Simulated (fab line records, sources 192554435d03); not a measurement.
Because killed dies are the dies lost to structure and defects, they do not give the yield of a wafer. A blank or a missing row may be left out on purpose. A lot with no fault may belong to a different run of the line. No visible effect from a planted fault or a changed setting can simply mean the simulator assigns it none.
Which tool did it? | flow n5 finfet | 21 wafers from 7 lots sampled at 4 of the route's 1938 steps

== WHAT THE GAUGES SHOWED, per wafer ==
N5_BEOL_M12_CD_MEAS_17: the cd target is 140 nm.
lot  | measured     | on        | cd nm (nm)
L710 | day 12 11:05 | cd sem-02 | - - -
L712 | day 12 15:52 | cd sem-03 | 139.8 142.4 143.4
L721 | day 14 11:16 | cd sem-01 | 142.8 142.8 141.5
L725 | day 15 15:44 | cd sem-01 | 144.2 140.9 146.0
L724 | day 15 22:46 | cd sem-03 | 141.9 138.8 138.6
L727 | day 16 09:12 | cd sem-02 | 141.4 138.2 143.2
L729 | day 17 09:49 | cd sem-02 | 141.6 143.4 141.6

== TOOL THAT RAN EACH LOT (tool first, then ch and the chambers of the sampled wafers, then the start) ==
lot  | N5_BEOL_M11_CMP_52            | N5_BEOL_M12_ILD_DEP_00          | N5_BEOL_M12_VIA_ETCH_16
L710 | cmp-01 ch 1,2, day 12 09:25   | pecvd-02 ch 0,1, day 12 09:54   | rie diel-03 ch 1,2, day 12 10:41
L712 | cmp-03 ch 1,2,3, day 12 13:55 | pecvd-01 ch 0,2, day 12 14:23   | rie diel-06 ch 0,2,3, day 12 15:17
L721 | cmp-03 ch 0,2,3, day 14 09:42 | pecvd-02 ch 0,1,2, day 14 10:07 | rie diel-01 ch 0,1,3, day 14 10:51
L725 | cmp-03 ch 0,1,2, day 15 13:52 | pecvd-02 ch 0,2, day 15 14:21   | rie diel-01 ch 1,2, day 15 15:05
L724 | cmp-01 ch 1,2,3, day 15 21:03 | pecvd-03 ch 0,1,2, day 15 21:32 | rie diel-06 ch 1,2,3, day 15 22:22
L727 | cmp-01 ch 1,2, day 16 07:31   | pecvd-03 ch 0,2, day 16 08:00   | rie diel-01 ch 1,2, day 16 08:47
L729 | cmp-01 ch 0,2,3, day 17 08:06 | pecvd-02 ch 1,2, day 17 08:35   | rie diel-03 ch 0,1,3, day 17 09:24
- N5_BEOL_M11_CMP_52: polishes, stops on SiCOH lowk, t overpolish 7 s, target thk 140 nm.
- N5_BEOL_M12_ILD_DEP_00: deposits SiOC from DEMS/O2, target thk 658.92 nm, time 130.7 s.
- N5_BEOL_M12_VIA_ETCH_16: etches SiOC in C4F8/O2/Ar, target depth 724.8 nm.

== THE ANSWER, worked out from the rows above alone ==
Rule: the usual values come from the lots themselves. The widest of any qualifying gaps counts: lots, ordered by their means at a reading, are off when they make up no more than a third of the lots, leave a main group of 4 or more, and stand apart from it by 3 or more times the standard deviation of that group's means. A main group is skipped when, at the precision printed for the reading in the tables above, its means are all equal. A lot without any number at a reading at which 4 lots or more have one is off too. All remaining lots with rows at the step are treated as sound.
Off: L710 (N5_BEOL_M12_CD_MEAS_17, cd nm). Without a number there: L710. Mean 141.8 nm and standard deviation 1.2 in the main group.
If a tool, at a process step before that reading, ran all the lots that are off and no sound lot after the first of them, it fits. The gauges at N5_BEOL_M12_CD_MEAS_17 are tried like those tools. Not one of the candidates tried fits.

== WHAT THE SIMULATOR HAD INSERTED ==
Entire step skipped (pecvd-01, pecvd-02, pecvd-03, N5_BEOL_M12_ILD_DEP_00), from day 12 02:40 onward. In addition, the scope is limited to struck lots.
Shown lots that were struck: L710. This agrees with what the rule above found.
